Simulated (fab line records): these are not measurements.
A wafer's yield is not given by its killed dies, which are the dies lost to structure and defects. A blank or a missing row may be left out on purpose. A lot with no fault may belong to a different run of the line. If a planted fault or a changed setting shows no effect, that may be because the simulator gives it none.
Matching of chambers || flow nand_harc || NHARC_P_CONTACT_CMP_01 on cmp-04: 4 sister chambers
The step polishes SiO2, target thk 200 nm. 4 wafers are shown with their chamber, then 7 later ones without.

== WAFERS, EACH WITH ITS CHAMBER ==
{"wafer": "L083.1", "chamber": 3, "motor_current_A (A)": 11.5}
{"wafer": "L083.5", "chamber": 0, "motor_current_A (A)": 11.8}
{"wafer": "L087.1", "chamber": 2, "motor_current_A (A)": 11.2}
{"wafer": "L087.2", "chamber": 1, "motor_current_A (A)": 10.7}

== WAFERS WITHOUT THEIR CHAMBER ==
{"wafer": "L087.5", "motor_current_A (A)": 11.8}
{"wafer": "L091.3", "motor_current_A (A)": 10.7}
{"wafer": "L091.5", "motor_current_A (A)": 12.2}
{"wafer": "L091.6", "motor_current_A (A)": 10.9}
{"wafer": "L097.2", "motor_current_A (A)": 11.8}
{"wafer": "L097.3", "motor_current_A (A)": 10.8}
{"wafer": "L097.6", "motor_current_A (A)": 11.6}

== WHICH CHAMBER EACH WENT THROUGH ==
{"wafer": "L087.5", "from the rows above": "can't be placed: 0 or 3", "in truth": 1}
{"wafer": "L091.3", "from the rows above": 1, "in truth": 1}
{"wafer": "L091.5", "from the rows above": "can't be placed: 0 or 3", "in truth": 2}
{"wafer": "L091.6", "from the rows above": "can't be placed: 1 or 2", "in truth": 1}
{"wafer": "L097.2", "from the rows above": "can't be placed: 0 or 3", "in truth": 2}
{"wafer": "L097.3", "from the rows above": "can't be placed: 1 or 2", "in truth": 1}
{"wafer": "L097.6", "from the rows above": "can't be placed: 3 or 0 or 2", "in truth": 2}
Correct placement for 1 of the 7. Cannot be placed on the basis of these rows: 6; the candidates contain the true chamber in 3. Wrongly placed: 0.
How it was worked out, from the rows above alone: a wafer's distance from a chamber is the root of the sum, over the readings, of the square of ((its reading less the chamber's mean) divided by the reading's scatter). The wafer belongs to the nearest chamber; if the next one is less than 2 further off, it can't be placed. Each chamber's mean is taken over the wafers shown for it. The scatter (one wafer shown for each chamber): square how far every hidden wafer sits from the nearest shown wafer, average those squares and take the square root.
